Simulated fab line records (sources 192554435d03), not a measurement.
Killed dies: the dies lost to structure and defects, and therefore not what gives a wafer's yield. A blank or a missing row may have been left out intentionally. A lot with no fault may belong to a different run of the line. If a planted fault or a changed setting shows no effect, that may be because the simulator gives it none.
fab line records | flow n5_finfet
record lots=10 | wafers=30 | last_day=17
route steps=1938 shown DUMMY_GATE@244 SD_EPI_N@262 BEOL_M4@1111
lots that met no fault: from a run of the same line without faults
start_h: start of the lot's first displayed wafer, in hours after the record's first day | wait_h: hours from the lot's prior step to this one | " same as the row above | L1.1+2: one row covering several wafers at once | - value missing, or start not given | * or withheld: withheld | < > ~ a bound
route shown NAME@n: a module of which the file shows steps, and the number in the route of the first | usual: mean and standard deviation over wafers with no fault | same: alike in all rows | chamber/n: place in a boat | sites: each site's reading | _std_site: the standard deviation of these | _edge_site: mean of outer sites minus mean of inner sites | radius_mm: how far each site lies from the wafer's centre | mask NAME#n: copy n | behind: the tool/chamber that last shaped the wafer | hold: why the lot was held/for how many hours/how that ended | device: names the non-switching transistor (n, p or np) | end of line: the same wafers' tests at the end of the route | a step given without rows: its recipe and nothing more | killed: count of dies lost to structure and defects at first sort (not the wafer's yield) | map: shows each die of a wafer: x if killed, . if not, _ if none is there
set.NAME: the setting that was run; set.NAME@STEP: the one run at that earlier step | model.NAME: the simulator's own value behind a step, which no gauge read
a sample of lots followed through the steps of the route, with each step as a table and each wafer as a row
services: from which hour (start_h, from the record's first day; less than 0 if before it) a tool's chamber was out of use, for how many hours, and why
## steps
# step N5_DUMMY_GATE_STRIP_41
# recipe chemistry=O2 | power_w=400 | temp_c=40 | pressure_mtorr=30 | rf_frequency_hz=6e+07 | bias_power_w=0 | overash_fraction=0.3 | o2_flow_sccm=225
# usual drypump_motor_current_A=6.0/0.37 | oes_product_au=0.79/0.072 | rf_vpp_V=3.6/0.46 | showerhead_plenum_p_Torr=2.09/0.081 | temp_c=39.99/0.11 | throttle_valve_pct=16.71/0.25
lot.wafer | tool        | chamber | start_h | wait_h | drypump_motor_current_A | oes_product_au | rf_hours_counter_h | rf_vpp_V | showerhead_plenum_p_Torr | temp_c | throttle_valve_pct
L504.3    | rie_diel-03 | 3       | 47.63   | 0.0    | 5.6                     | 0.92           | 11                 | 3.7      | 2.24                     | 39.90  | 16.12
L504.4    | "           | 2       | "       | "      | 5.9                     | 0.72           | 182                | 4.0      | 2.09                     | 40.04  | 16.98
L504.6    | "           | 1       | "       | "      | 6.2                     | 0.80           | -                  | 4.1      | 1.95                     | 40.01  | 16.59
L505.1    | rie_diel-01 | 3       | 53.72   | 0.0    | 6.0                     | 0.77           | 139                | 3.9      | 2.10                     | 40.12  | 16.65
L505.2    | "           | 0       | "       | "      | 5.9                     | 0.81           | 94                 | 4.3      | 2.12                     | 39.97  | 16.71
L505.4    | "           | 0       | "       | "      | 5.9                     | 0.81           | -                  | 3.0      | 2.13                     | 40.14  | 16.70
L509.3    | rie_diel-03 | 2       | 78.66   | 0.0    | 5.9                     | 0.72           | 190                | 3.7      | 2.09                     | 39.91  | 16.98
L509.4    | "           | 3       | "       | "      | 5.6                     | 0.90           | 20                 | 3.8      | 2.23                     | 39.92  | 16.13
L509.5    | "           | 0       | "       | "      | 5.9                     | 0.86           | -                  | 3.4      | 2.14                     | 39.82  | 16.77
L512.3    | rie_diel-03 | 0       | 97.35   | 0.0    | 5.8                     | 0.86           | 44                 | 4.6      | 2.14                     | 40.03  | 16.81
L512.5    | "           | 2       | "       | "      | 5.9                     | 0.70           | -                  | 3.0      | 2.09                     | 39.77  | 17.00
L512.6    | "           | 1       | "       | "      | 6.2                     | 0.79           | -                  | 3.4      | 1.94                     | 39.96  | 16.57
L514.1    | rie_diel-02 | 0       | 111.87  | 0.0    | 6.5                     | 0.70           | 212                | 4.1      | 2.16                     | 39.95  | 16.74
L514.4    | "           | 1       | "       | "      | 5.8                     | 0.83           | 78                 | 4.0      | 2.05                     | 40.08  | 16.62
L514.6    | "           | 2       | "       | "      | 6.7                     | 0.72           | -                  | 4.7      | 1.99                     | 39.85  | 16.81
L519.3    | rie_diel-01 | 3       | 135.77  | 0.0    | 6.0                     | 0.75           | 163                | 3.8      | 2.09                     | 40.14  | 16.69
L519.4    | "           | 1       | "       | "      | 6.3                     | 0.93           | 17                 | 3.4      | 2.06                     | 39.74  | 16.75
L519.5    | "           | 0       | "       | "      | 5.8                     | 0.79           | -                  | 3.1      | 2.12                     | 39.88  | 16.74
L521.1    | rie_diel-02 | 1       | 151.48  | 0.0    | 5.9                     | 0.83           | 90                 | 4.3      | 2.04                     | 39.85  | 16.65
L521.2    | "           | 2       | "       | "      | 6.7                     | 0.72           | 208                | 4.0      | 1.99                     | 39.96  | 16.84
L521.4    | "           | 3       | "       | "      | 5.3                     | 0.85           | 65                 | 4.7      | 2.04                     | 40.04  | 16.75
L522.3    | rie_diel-01 | 1       | 154.46  | 0.0    | 6.3                     | 0.90           | 23                 | 3.8      | 2.05                     | 39.85  | 16.77
L522.5    | "           | 2       | "       | "      | 5.5                     | 0.68           | -                  | 3.9      | 2.15                     | 39.86  | 17.18
L522.6    | "           | 3       | "       | "      | 6.0                     | 0.74           | -                  | 3.8      | 2.09                     | 39.89  | 16.70
L524.1    | rie_diel-02 | 2       | 171.56  | 0.0    | 6.7                     | 0.70           | 214                | 3.4      | 1.98                     | 39.99  | 16.86
L524.3    | "           | 0       | "       | "      | 6.5                     | 0.68           | 230                | 2.4      | 2.16                     | 40.00  | 16.80
L524.4    | "           | 3       | "       | "      | 5.3                     | 0.82           | 71                 | 3.7      | 2.03                     | 39.98  | 16.73
L526.2    | rie_diel-01 | 0       | 179.89  | 0.0    | 5.9                     | 0.77           | 130                | 3.0      | 2.11                     | 40.01  | 16.77
L526.3    | "           | 1       | "       | "      | 6.3                     | 0.89           | 31                 | 4.0      | 2.05                     | 40.09  | 16.78
L526.4    | "           | 3       | "       | "      | 6.0                     | 0.73           | -                  | 3.7      | 2.08                     | 39.93  | 16.74
# step N5_DUMMY_GATE_CD_MEAS_24
# recipe target_cd_nm=15
# usual cd_nm=14.9/0.32
lot.wafer | tool      | chamber | start_h | wait_h | cd_nm
L504.3    | cd_sem-01 | -       | 48.04   | 0.1    | 14.2
L504.4    | "         | -       | "       | "      | 15.0
L504.6    | "         | -       | "       | "      | 15.3
L505.1    | cd_sem-01 | -       | 54.12   | 0.1    | 14.6
L505.2    | "         | -       | "       | "      | 14.7
L505.4    | "         | -       | "       | "      | 14.4
L509.3    | cd_sem-01 | -       | 79.08   | 0.1    | 15.3
L509.4    | "         | -       | "       | "      | 14.7
L509.5    | "         | -       | "       | "      | 15.4
L512.3    | cd_sem-01 | -       | 97.76   | 0.1    | 15.0
L512.5    | "         | -       | "       | "      | 14.7
L512.6    | "         | -       | "       | "      | 15.0
L514.1    | cd_sem-02 | -       | 112.27  | 0.1    | 15.0
L514.4    | "         | -       | "       | "      | 15.1
L514.6    | "         | -       | "       | "      | 14.9
L519.3    | cd_sem-01 | -       | 136.17  | 0.1    | 15.4
L519.4    | "         | -       | "       | "      | 15.6
L519.5    | "         | -       | "       | "      | 15.3
L521.1    | cd_sem-01 | -       | 151.88  | 0.1    | 14.7
L521.2    | "         | -       | "       | "      | 14.5
L521.4    | "         | -       | "       | "      | 15.0
L522.3    | cd_sem-01 | -       | 154.86  | 0.1    | 15.1
L522.5    | "         | -       | "       | "      | 14.7
L522.6    | "         | -       | "       | "      | 15.2
L524.1    | cd_sem-03 | -       | 171.96  | 0.1    | 15.0
L524.3    | "         | -       | "       | "      | 14.9
L524.4    | "         | -       | "       | "      | 15.1
L526.2    | cd_sem-03 | -       | 180.29  | 0.1    | 15.3
L526.3    | "         | -       | "       | "      | 15.3
L526.4    | "         | -       | "       | "      | 15.4
# step N5_SD_EPI_N_COAT_32
# recipe resist=SOC | temp_c=250 | time_s=60 | spin_rpm=1500 | resist_thk_nm=350
# usual heater_power_total_W=500.4/1.8 | plate_temp_C=250.02/0.2
lot.wafer | tool           | chamber | start_h | wait_h | heater_power_total_W | plate_temp_C
L504.3    | litho_track-02 | 0       | 48.96   | 0.0    | 497.5                | 250.16
L504.4    | "              | 0       | "       | "      | 500.2                | 249.92
L504.6    | "              | 0       | "       | "      | 502.1                | 250.06
L505.1    | litho_track-05 | 0       | 55.04   | 0.0    | 498.0                | 250.21
L505.2    | "              | 0       | "       | "      | 499.3                | 249.94
L505.4    | "              | 0       | "       | "      | 498.1                | 250.20
L509.3    | litho_track-01 | 0       | 79.99   | 0.0    | 497.9                | 250.02
L509.4    | "              | 0       | "       | "      | 499.9                | 249.89
L509.5    | "              | 0       | "       | "      | 501.3                | 249.82
L512.3    | litho_track-02 | 0       | 98.80   | 0.0    | 500.5                | 250.02
L512.5    | "              | 0       | "       | "      | 499.1                | 250.01
L512.6    | "              | 0       | "       | "      | 500.8                | 250.19
L514.1    | litho_track-02 | 0       | 113.19  | 0.0    | 497.5                | 250.06
L514.4    | "              | 0       | "       | "      | 502.3                | 249.79
L514.6    | "              | 0       | "       | "      | 497.5                | 250.06
L519.3    | litho_track-02 | 0       | 137.52  | 0.0    | 844.8                | 269.39
L519.4    | "              | 0       | "       | "      | 846.1                | 269.41
L519.5    | "              | 0       | "       | "      | 846.7                | 269.21
L521.1    | litho_track-02 | 0       | 153.68  | 0.0    | 846.9                | 269.28
L521.2    | "              | 0       | "       | "      | 848.6                | 268.90
L521.4    | "              | 0       | "       | "      | 844.9                | 269.10
L522.3    | litho_track-05 | 0       | 156.03  | 0.0    | 501.6                | 250.28
L522.5    | "              | 0       | "       | "      | 498.8                | 250.10
L522.6    | "              | 0       | "       | "      | 498.5                | 250.17
L524.1    | litho_track-01 | 0       | 172.89  | 0.0    | 497.4                | 250.47
L524.3    | "              | 0       | "       | "      | 502.3                | 250.32
L524.4    | "              | 0       | "       | "      | 502.2                | 250.22
L526.2    | litho_track-01 | 0       | 181.21  | 0.0    | 500.2                | 249.96
L526.3    | "              | 0       | "       | "      | 497.4                | 249.84
L526.4    | "              | 0       | "       | "      | 499.8                | 249.94
# step N5_SD_EPI_N_DESCUM_14
# recipe chemistry=O2 | time_s=7.9 | source_power_w=50 | bias_power_w=20 | pressure_mtorr=20 | rf_frequency_hz=2.712e+07 | temp_c=40 | resist=CAR-ArF-block | o2_flow_sccm=225
# usual drypump_motor_current_A=5.8/0.47 | oes_product_au=0.81/0.093 | rf_fwd_power_W=49.29/0.23 | rf_vpp_V=243.2/1.4 | showerhead_plenum_p_Torr=2.09/0.074 | temp_c=40.00/0.11 | throttle_valve_pct=20.41/0.18
lot.wafer | tool        | chamber | start_h | wait_h | drypump_motor_current_A | oes_product_au | rf_fwd_power_W | rf_hours_counter_h | rf_vpp_V | showerhead_plenum_p_Torr | temp_c | throttle_valve_pct
L504.3    | rie_diel-05 | 1       | 49.43   | 0.2    | 5.9                     | 0.96           | 48.85          | 9                  | 243.4    | 2.06                     | 40.02  | 20.34
L504.4    | "           | 0       | "       | "      | 6.1                     | 0.69           | 49.19          | 236                | 241.9    | 2.06                     | 40.05  | 20.72
L504.6    | "           | 1       | "       | "      | 5.9                     | 0.96           | 48.71          | -                  | 243.6    | 2.06                     | 39.88  | 20.33
L505.1    | rie_diel-04 | 2       | 55.45   | 0.1    | 5.5                     | 0.76           | 49.30          | 127                | 243.6    | 2.11                     | 40.08  | 20.64
L505.2    | "           | 3       | "       | "      | 5.8                     | 0.70           | 49.51          | 243                | 244.3    | 2.15                     | 40.11  | 20.58
L505.4    | "           | 1       | "       | "      | 5.3                     | 0.89           | 49.22          | 30                 | 245.6    | 2.23                     | 40.02  | 20.44
L509.3    | rie_diel-06 | 3       | 80.70   | 0.3    | 5.5                     | 0.95           | 49.19          | 4                  | 243.1    | 2.05                     | 39.96  | 19.85
L509.4    | "           | 1       | "       | "      | 6.0                     | 0.75           | 49.05          | 157                | 241.1    | 2.00                     | 39.95  | 20.29
L509.5    | "           | 0       | "       | "      | 5.3                     | 0.87           | 49.61          | -                  | 245.6    | 2.22                     | 39.89  | 20.45
L512.3    | rie_diel-06 | 0       | 99.13   | 0.0    | 5.3                     | 0.86           | 49.50          | 56                 | 245.0    | 2.22                     | 40.04  | 20.45
L512.5    | "           | 1       | "       | "      | 6.0                     | 0.74           | 48.94          | -                  | 240.9    | 2.00                     | 40.00  | 20.28
L512.6    | "           | 2       | "       | "      | 5.8                     | 0.70           | 49.33          | -                  | 242.8    | 2.06                     | 40.14  | 20.50
L514.1    | rie_diel-04 | 3       | 113.72  | 0.1    | 5.8                     | 0.95           | 49.61          | 4                  | 243.6    | 2.14                     | 40.03  | 20.23
L514.4    | "           | 1       | "       | "      | 5.3                     | 0.86           | 49.45          | 47                 | 246.0    | 2.22                     | 39.91  | 20.46
L514.6    | "           | 3       | "       | "      | 5.8                     | 0.96           | 49.53          | -                  | 244.0    | 2.14                     | 39.94  | 20.24
L519.3    | rie_diel-05 | 1       | 138.20  | 0.3    | 5.9                     | 0.91           | 48.92          | 32                 | 242.0    | 2.05                     | 39.86  | 20.36
L519.4    | "           | 3       | "       | "      | 6.6                     | 0.77           | 49.23          | -                  | 244.1    | 2.09                     | 40.01  | 20.39
L519.5    | "           | 1       | "       | "      | 5.9                     | 0.91           | 48.93          | -                  | 243.0    | 2.05                     | 39.94  | 20.37
L521.1    | rie_diel-04 | 0       | 154.35  | 0.2    | 6.7                     | 0.71           | 49.38          | 216                | 241.1    | 1.99                     | 40.09  | 20.35
L521.2    | "           | 1       | "       | "      | 5.3                     | 0.84           | 49.26          | 62                 | 245.9    | 2.22                     | 39.86  | 20.49
L521.4    | "           | 3       | "       | "      | 5.8                     | 0.92           | 49.60          | 13                 | 243.6    | 2.14                     | 39.86  | 20.26
L522.3    | rie_diel-04 | 1       | 156.48  | 0.0    | 5.3                     | 0.84           | 49.05          | 62                 | 243.5    | 2.22                     | 39.95  | 20.49
L522.5    | "           | 2       | "       | "      | 5.5                     | 0.73           | 49.22          | -                  | 242.1    | 2.09                     | 39.91  | 20.67
L522.6    | "           | 3       | "       | "      | 5.8                     | 0.91           | 49.41          | -                  | 244.4    | 2.14                     | 40.05  | 20.26
L524.1    | rie_diel-06 | 1       | 173.34  | 0.0    | 6.0                     | 0.72           | 49.32          | 195                | 242.4    | 1.99                     | 40.00  | 20.35
L524.3    | "           | 0       | "       | "      | 5.3                     | 0.82           | 49.19          | -                  | 246.2    | 2.21                     | 39.94  | 20.50
L524.4    | "           | 1       | "       | "      | 6.0                     | 0.72           | 48.94          | -                  | 241.3    | 1.99                     | 40.00  | 20.34
L526.2    | rie_diel-04 | 3       | 181.73  | 0.1    | 5.8                     | 0.89           | 49.54          | 23                 | 244.8    | 2.13                     | 39.86  | 20.27
L526.3    | "           | 0       | "       | "      | 6.7                     | 0.69           | 49.26          | 227                | 242.1    | 1.99                     | 39.96  | 20.36
L526.4    | "           | 1       | "       | "      | 5.3                     | 0.83           | 49.14          | 71                 | 245.1    | 2.21                     | 39.91  | 20.52
# step N5_BEOL_M4_RC_MEAS_101
# usual DIBL_N=35.8/1.5 | DIBL_P=35.8/1.7 | IOFF_N=0.151/0.022 | IOFF_P=0.204/0.027 | ION_N=673/8.6 | ION_P=462/5.4 | SS_N=71.4/0.54 | SS_P=73.3/0.56 | VT_N=250.5/2.6 | VT_P=-251/3.1
lot.wafer | tool      | chamber | start_h | wait_h | DIBL_N[mV/V] | DIBL_P[mV/V] | IOFF_N[nA/um] | IOFF_P[nA/um] | ION_N[uA/um] | ION_P[uA/um] | SS_N[mV/dec] | SS_P[mV/dec] | VT_N[mV] | VT_P[mV]
L504.3    | prober-01 | 0       | 174.78  | 0.6    | 38.2         | 37.5         | 0.189         | 0.202         | 675          | 452          | 71.7         | 74.4         | 250.0    | -250
L504.4    | "         | 0       | "       | "      | 35.8         | 35.9         | 0.159         | 0.170         | 684          | 457          | 71.4         | 73.3         | 247.6    | -254
L504.6    | "         | 0       | "       | "      | 35.6         | 35.2         | 0.153         | 0.171         | 670          | 454          | 71.3         | 73.4         | 249.0    | -253
L505.1    | prober-01 | 0       | 195.01  | 0.0    | 36.7         | 36.4         | 0.153         | 0.202         | 689          | 467          | 71.5         | 73.5         | 251.2    | -252
L505.2    | "         | 0       | "       | "      | 38.6         | 38.9         | 0.196         | 0.240         | 686          | 472          | 71.4         | 74.0         | 245.2    | -247
L505.4    | "         | 0       | "       | "      | 35.3         | 34.2         | 0.126         | 0.182         | 673          | 462          | 70.3         | 72.3         | 252.9    | -250
L509.3    | prober-02 | 0       | 205.36  | 0.3    | 35.3         | 34.4         | 0.133         | 0.209         | 668          | 463          | 71.6         | 73.5         | 251.0    | -248
L509.4    | "         | 0       | "       | "      | 35.6         | 34.9         | 0.142         | 0.221         | 658          | 460          | 71.7         | 73.2         | 251.5    | -250
L509.5    | "         | 0       | "       | "      | 35.8         | 35.2         | 0.139         | 0.221         | 658          | 464          | 71.1         | 72.9         | 251.9    | -248
L512.3    | prober-02 | 0       | 226.93  | 0.3    | 36.0         | 36.8         | 0.169         | 0.232         | 680          | 460          | 71.8         | 73.4         | 247.9    | -249
L512.5    | "         | 0       | "       | "      | 35.8         | 36.5         | 0.161         | 0.217         | 669          | 464          | 71.2         | 73.5         | 250.9    | -248
L512.6    | "         | 0       | "       | "      | 35.5         | 35.6         | 0.147         | 0.207         | 668          | 462          | 70.6         | 73.5         | 250.3    | -249
L514.1    | prober-02 | 0       | 235.25  | 0.0    | 35.9         | 33.8         | 0.138         | 0.196         | 679          | 468          | 70.7         | 73.1         | 251.4    | -251
L514.4    | "         | 0       | "       | "      | 36.3         | 35.0         | 0.152         | 0.215         | 681          | 471          | 71.1         | 72.9         | 248.8    | -247
L514.6    | "         | 0       | "       | "      | 36.2         | 34.2         | 0.145         | 0.202         | 678          | 464          | 70.6         | 73.4         | 247.7    | -249
L519.3    | prober-01 | 0       | 274.11  | 0.3    | 34.4         | 33.8         | 0.133         | 0.180         | 673          | 461          | 71.4         | 72.3         | 251.9    | -251
L519.4    | "         | 0       | "       | "      | 36.2         | 36.0         | 0.156         | 0.211         | 694          | 473          | 70.9         | 72.5         | 249.5    | -249
L519.5    | "         | 0       | "       | "      | 33.6         | 32.9         | 0.116         | 0.162         | 671          | 467          | 70.4         | 72.2         | 251.5    | -252
L521.1    | prober-01 | 0       | 277.76  | 0.0    | 35.9         | 34.7         | 0.143         | 0.183         | 681          | 462          | 71.0         | 73.4         | 251.3    | -252
L521.2    | "         | 0       | "       | "      | 35.9         | 34.7         | 0.135         | 0.176         | 662          | 454          | 71.6         | 72.7         | 252.8    | -254
L521.4    | "         | 0       | "       | "      | 35.1         | 34.3         | 0.128         | 0.175         | 663          | 456          | 71.0         | 73.2         | 253.3    | -253
L522.3    | prober-02 | 0       | 294.14  | 0.3    | 34.0         | 35.5         | 0.165         | 0.218         | 681          | 469          | 71.8         | 73.3         | 251.1    | -248
L522.5    | "         | 0       | "       | "      | 33.1         | 34.0         | 0.133         | 0.186         | 673          | 463          | 71.9         | 73.2         | 253.3    | -255
L522.6    | "         | 0       | "       | "      | 32.6         | 32.9         | 0.132         | 0.181         | 668          | 462          | 71.5         | 72.8         | 251.0    | -252
L524.1    | prober-02 | 0       | 296.62  | 0.0    | 37.3         | 36.4         | 0.142         | 0.227         | 665          | 462          | 72.2         | 74.1         | 252.5    | -248
L524.3    | "         | 0       | "       | "      | 37.9         | 36.9         | 0.149         | 0.240         | 675          | 470          | 71.3         | 73.2         | 251.5    | -247
L524.4    | "         | 0       | "       | "      | 36.8         | 36.5         | 0.144         | 0.223         | 667          | 467          | 71.2         | 73.3         | 251.5    | -249
L526.2    | prober-02 | 0       | 304.03  | 0.2    | 35.6         | 34.9         | 0.128         | 0.158         | 664          | 450          | 71.2         | 72.5         | 251.8    | -256
L526.3    | "         | 0       | "       | "      | 36.6         | 36.5         | 0.145         | 0.184         | 664          | 461          | 71.8         | 72.6         | 250.5    | -252
L526.4    | "         | 0       | "       | "      | 36.2         | 35.5         | 0.137         | 0.164         | 670          | 460          | 70.7         | 73.4         | 250.4    | -254
## services
tool        | chamber | start_h | hours | kind
rie_diel-03 | 0       | 29.10   | 15.9  | repair
rie_diel-03 | 1       | 31.63   | 7.5   | repair
rie_diel-01 | 1       | 39.92   | -     | clean
rie_diel-01 | 1       | 39.92   | -     | consumable_replace:focus_ring
rie_diel-01 | 1       | 39.92   | 27.6  | scheduled_down
rie_diel-01 | 1       | 39.92   | 27.6  | vent_cycle
rie_diel-06 | 3       | 50.47   | -     | clean
rie_diel-06 | 3       | 50.47   | -     | consumable_replace:focus_ring
rie_diel-06 | 3       | 50.47   | 20.4  | scheduled_down
rie_diel-06 | 3       | 50.47   | 20.4  | vent_cycle
rie_diel-04 | -       | 61.93   | 2.8   | pm
rie_diel-05 | -       | 74.63   | 28.1  | pm
rie_diel-04 | 1       | 78.33   | 10.2  | repair
rie_diel-02 | -       | 82.58   | 1.0   | repair
rie_diel-04 | 3       | 88.69   | -     | clean
rie_diel-04 | 3       | 88.69   | -     | consumable_replace:focus_ring
rie_diel-04 | 3       | 88.69   | 15.3  | scheduled_down
rie_diel-04 | 3       | 88.69   | 15.3  | vent_cycle
rie_diel-06 | 0       | 103.79  | 6.8   | repair
rie_diel-04 | 0       | 122.85  | 9.1   | repair
rie_diel-04 | 3       | 134.61  | 8.3   | repair
rie_diel-06 | 2       | 140.26  | -     | clean
rie_diel-06 | 2       | 170.36  | 8.9   | repair
rie_diel-06 | 3       | 172.60  | 2.8   | repair
## key
first_sign step=N5_SD_EPI_N_COAT_32 | reading=heater_power_total_W | direction=up | sigmas=99+ | usual=* | struck=*
effect step=N5_SD_EPI_N_COAT_32 | reading=plate_temp_C | direction=up | sigmas=98 | usual=* | struck=*
met_at N5_SD_EPI_N_COAT_32
struck_lots L519,L521
rows_end L519.3,L519.4,L519.5,L521.1,L521.2,L521.4
not_acting_at N5_DUMMY_GATE_STRIP_41,N5_DUMMY_GATE_CD_MEAS_24,N5_SD_EPI_N_DESCUM_14
onset_between 113.19 137.52
fault kind=process_parameter_drift | tool=litho_track-02 | chamber=- | onset_h=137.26 | steps=N5_SD_EPI_N_COAT_32 | channel=temp_c | offset=* | shape=step | acts_in=* | stated=*
# rows_end: these wafers met a further fault down the route, and their rows from its step on are left out
